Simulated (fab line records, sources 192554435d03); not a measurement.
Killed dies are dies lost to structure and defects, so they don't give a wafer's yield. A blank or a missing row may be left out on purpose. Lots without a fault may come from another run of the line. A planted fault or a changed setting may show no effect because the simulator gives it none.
A struck lot beside a sound one | flow n5_finfet | 17 steps out of a route of 1938
Sound: wafers L237.1, L237.4, L237.6. Struck: wafers L238.1, L238.5, L238.6. The cause comes at the end.
At each step with rows: each side's tool, then ch and its chambers, then its first start. Under that, the readings that differ: sound wafers | struck wafers | difference of the means | sigmas: that difference in standard deviations of wafers without a fault.
alike: readings whose means differ by less than 2 such deviations, and words and numbers that are the same on both sides. not compared: withheld readings, readings that some wafer has no value for, bounds like >300 that may hide the same value, and numbers for which the record gives no deviation and whose values overlap.
The two part at a step that has a row with sigmas, a row that says differs or no value, or rows on one side only. Numbers that don't overlap but have no deviation are shown without sigmas and don't part them. A reading that every wafer of one side lacks parts them only if that side has two wafers or more.

first, 8 steps without rows for these wafers: N5_SD_EPI_P_COAT_34 (time 60 s, resist thk 350 nm); N5_SD_EPI_P_COAT_35 (time 60 s, resist thk 35 nm); N5_SD_EPI_P_COAT_03 (resist thk 150 nm); N5_SD_EPI_P_EBR_05; N5_SD_EPI_P_SOFTBAKE_04 (time 60 s); N5_SD_EPI_P_EXPOSE_06 (exposes mask SD P BLK, target cd 240 nm); N5_SD_EPI_P_PEB_07 (peb time 60 s); N5_SD_EPI_P_DEVELOP_08 (develop time 30 s).
N5_SD_EPI_P_CD_MEAS_09: target cd 240 nm.
  sound on cd_sem-03 ch 0, day 4 02:14; struck on cd_sem-02 ch 0, day 4 03:47
  alike: cd_nm
N5_SD_EPI_P_OVL_MEAS_10:
  sound on overlay-01 ch 0, day 4 02:16; struck on overlay-02 ch 0, day 4 03:49
  alike: SD_P_BLK_OVL
N5_SD_EPI_P_INSPECT_11: inspects for defects (macro).
  sound on defect_inspect-01, day 4 02:18; struck on defect_inspect-02, day 4 03:50
  alike: raw_defect_count
N5_SD_EPI_P_DESCUM_14: chemistry O2, time 7.9 s.
  sound on rie_diel-01 ch 1,2, day 4 02:20; struck on rie_diel-06 ch 1,2,3, day 4 03:52
  alike: drypump_motor_current_A, oes_product_au, rf_vpp_V, showerhead_plenum_p_Torr, throttle_valve_pct
  not compared: rf_hours_counter_h
N5_SD_EPI_P_ETCH_36: etches SiARC in CF4, target depth 45.5 nm, time 75.8 s.
  sound on rie_diel-01 ch 1,2, day 4 02:22; struck on rie_diel-06 ch 1,2,3, day 4 03:55
  no value came back on the struck wafers for any of 8 readings (bias_w (W), cf4_flow_sccm (sccm) and others); on the sound wafers bias_w (W) reads 35.67 36.16 36.04
  reading                                             | sound             | struck            | difference | sigmas
  model.CAR-ArF-block_of_SD_EPI_P_COAT_03.thk_nm (nm) | 111.4 111.4 111.6 | 143.8 143.6 143.8 | +32.3      |
  not compared: rf_hours_counter_h
N5_SD_EPI_P_ETCH_37: etches SOC in N2/H2, overetch 108 nm, time 486 s.
  sound on rie_diel-01 ch 1,2, day 4 02:25; struck on rie_diel-06 ch 1,2,3, day 4 03:58
  reading               | sound          | struck         | difference | sigmas
  oes_product_au (a.u.) | 0.67 0.66 0.66 | 0.29 0.30 0.26 | -0.38      | -9
  alike: bias_w, chamber_pressure_mTorr, drypump_motor_current_A, n2_flow_sccm, rf_vpp_V, showerhead_plenum_p_Torr, throttle_valve_pct
  not compared: rf_hours_counter_h
then, 1 step without rows for these wafers: N5_SD_EPI_P_STRIP_38 (strips in N2/H2).
N5_BEOL_M4_RC_MEAS_101:
  the record has rows for the sound wafers here (prober-01 ch 0, day 8 17:53) and none for the struck ones
-- the record jumps here: 9 days lie between the struck wafers' starts before and after (it left off in module BEOL_M4 and takes up again in module PASSIVATION, whose first step shown is number 1936 of the route) --
N5_PASSIVATION_PROBE_49:
  the record has rows for the struck wafers here (prober-01, day 13 10:06) and none for the sound ones

WHERE THEY PART
First at N5_SD_EPI_P_ETCH_36; last, within this record, at N5_PASSIVATION_PROBE_49.

WHY: what the simulator had put in
Skipped step whole: rie_diel-06, from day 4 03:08 on, at N5_SD_EPI_P_ETCH_36. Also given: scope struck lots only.
